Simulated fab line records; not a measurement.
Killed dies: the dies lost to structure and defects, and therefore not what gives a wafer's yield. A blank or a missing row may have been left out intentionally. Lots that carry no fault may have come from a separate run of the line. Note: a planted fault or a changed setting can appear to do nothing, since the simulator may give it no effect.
Chamber matching    flow n5 finfet    N5_BEOL_M8_PECVD_70 on pecvd-02 has 3 sister chambers
The step deposits SiO2 from TEOS/O2, target thk 20 nm, time 22.7 s. 6 wafers are shown with their chamber, then 9 later ones without.

== WAFERS WITH THEIR CHAMBER ==
wafer   chamber  throttle valve pct (%)  showerhead plenum p Torr (Torr)
L087.2  1        23.9                    8.68
L087.6  1        24.2                    8.70
L089.3  0        24.2                    8.72
L092.1  2        20.3                    8.68
L092.4  2        20.5                    8.67
L092.6  0        24.1                    8.73

== WAFERS WHOSE CHAMBER IS MISSING ==
wafer   throttle valve pct (%)  showerhead plenum p Torr (Torr)
L094.2  24.5                    8.70
L094.3  20.7                    8.70
L094.4  20.5                    8.67
L095.1  24.2                    8.73
L095.3  24.0                    8.70
L095.4  24.0                    8.70
L097.1  20.5                    8.70
L097.4  23.8                    8.67
L097.5  20.4                    8.70

== WHICH CHAMBER EACH WENT THROUGH ==
wafer   from the rows above      in truth
L094.2  can't be placed: 1 or 0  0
L094.3  2                        2
L094.4  2                        2
L095.1  0                        0
L095.3  can't be placed: 1 or 0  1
L095.4  can't be placed: 1 or 0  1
L097.1  2                        2
L097.4  1                        1
L097.5  2                        2
Placed correctly: 6 of 9. Not placeable from these rows: 3 (in 3, the candidates include the true chamber). Placed wrongly: 0.
How it was worked out, from the rows above alone: a wafer's distance from a chamber is the root of the sum, over the readings, of the square of ((its reading less the chamber's mean) divided by the reading's scatter). If the next closest chamber is less than 2 further off than the closest, the wafer can't be placed; otherwise it belongs to the closest. Each chamber's mean is taken over the wafers shown for it. The scatter: the root of (the sum of the squares of (reading less its chamber's mean) over the shown wafers, divided by (wafers less chambers)).
